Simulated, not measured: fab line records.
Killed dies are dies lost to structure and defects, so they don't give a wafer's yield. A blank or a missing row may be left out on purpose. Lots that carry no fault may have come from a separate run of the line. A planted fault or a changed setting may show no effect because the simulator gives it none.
What tool caused it? | flow nand harc | 7 lots, 21 wafers sampled, at 4 steps of a route of 1159

== WHAT THE GAUGES SHOWED, per wafer ==
NHARC_P_M0_CD_MEAS_09 targets a cd of 90 nm.
lot  | measured     | on        | cd nm (nm)
L427 | day 5 21:28  | cd sem-01 | 89.7 89.5 88.6
L429 | day 6 14:42  | cd sem-03 | 90.7 90.7 90.4
L431 | day 7 01:07  | cd sem-03 | 89.6 90.2 88.9
L438 | day 8 09:33  | cd sem-01 | 103.5 90.3 90.7
L445 | day 10 12:28 | cd sem-01 | 90.7 89.4 89.9
L448 | day 11 00:26 | cd sem-01 | 90.3 89.7 90.6
L450 | day 11 17:23 | cd sem-02 | 90.0 90.0 90.2

== WHICH TOOL RAN EACH LOT (tool, then ch and the chambers of the sampled wafers, then the start) ==
lot  | NHARC_P_GATE_RTA_82              | NHARC_P_CONTACT_ETCH_35            | NHARC_P_M0_PEB_07
L427 | rtp anneal-01 ch 0, day 5 15:10  | rie diel-10 ch 0,1,2, day 5 17:19  | litho track-01 ch 0, day 5 21:23
L429 | rtp anneal-02 ch 0, day 6 01:41  | rie diel-04 ch 0,1, day 6 03:47    | litho track-04 ch 0, day 6 14:37
L431 | rtp anneal-01 ch 0, day 6 19:05  | rie diel-10 ch 0,1, day 6 21:02    | litho track-01 ch 0, day 7 01:02
L438 | rtp anneal-02 ch 0, day 8 03:27  | rie diel-10 ch 2,3, day 8 05:32    | litho track-06 ch 0, day 8 09:28
L445 | rtp anneal-01 ch 0, day 10 00:10 | rie diel-04 ch 1,2,3, day 10 02:06 | litho track-04 ch 0, day 10 12:23
L448 | rtp anneal-02 ch 0, day 10 18:29 | rie diel-04 ch 0,1,3, day 10 20:32 | litho track-01 ch 0, day 11 00:22
L450 | rtp anneal-01 ch 0, day 11 09:24 | rie diel-10 ch 0,2,3, day 11 11:34 | litho track-04 ch 0, day 11 17:17
- NHARC_P_GATE_RTA_82: time 30 s.
- NHARC_P_CONTACT_ETCH_35: etches the open film in CF4, target depth 39 nm, time 65 s.
- NHARC_P_M0_PEB_07: peb time 65 s.

== THE ANSWER, worked out from the rows above alone ==
Rule: usual is defined by the lots themselves. Put in order of their means at a reading, lots are off if they are a third of the lots or fewer, leave a main group of 4 or more, and stand apart from it by a gap of 3 or more times the standard deviation of the main group's means; of several such gaps the widest counts. The tables above print the reading to a certain number of digits; a main group whose means all agree to those digits is not used. A lot without any number at a reading at which 4 lots or more have one is off too. The other lots that the step has rows for count as sound.
Off, at NHARC_P_M0_CD_MEAS_09 on cd nm: L438. Main group: mean 90.0 nm, sd 0.43.
A tool fits if, at a process step before that reading, it ran every lot that is off, and no sound lot after the first of them. Gauges at NHARC_P_M0_CD_MEAS_09: tried the same way as those tools. One fits: litho track-06 at NHARC_P_M0_PEB_07. It ran no sound lot before its first lot that is off in this sample, so the start can't be narrowed down.

== WHAT THE SIMULATOR HAD PUT IN ==
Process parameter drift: litho track-06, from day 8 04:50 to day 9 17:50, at NHARC_P_M0_PEB_07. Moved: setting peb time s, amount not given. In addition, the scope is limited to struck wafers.
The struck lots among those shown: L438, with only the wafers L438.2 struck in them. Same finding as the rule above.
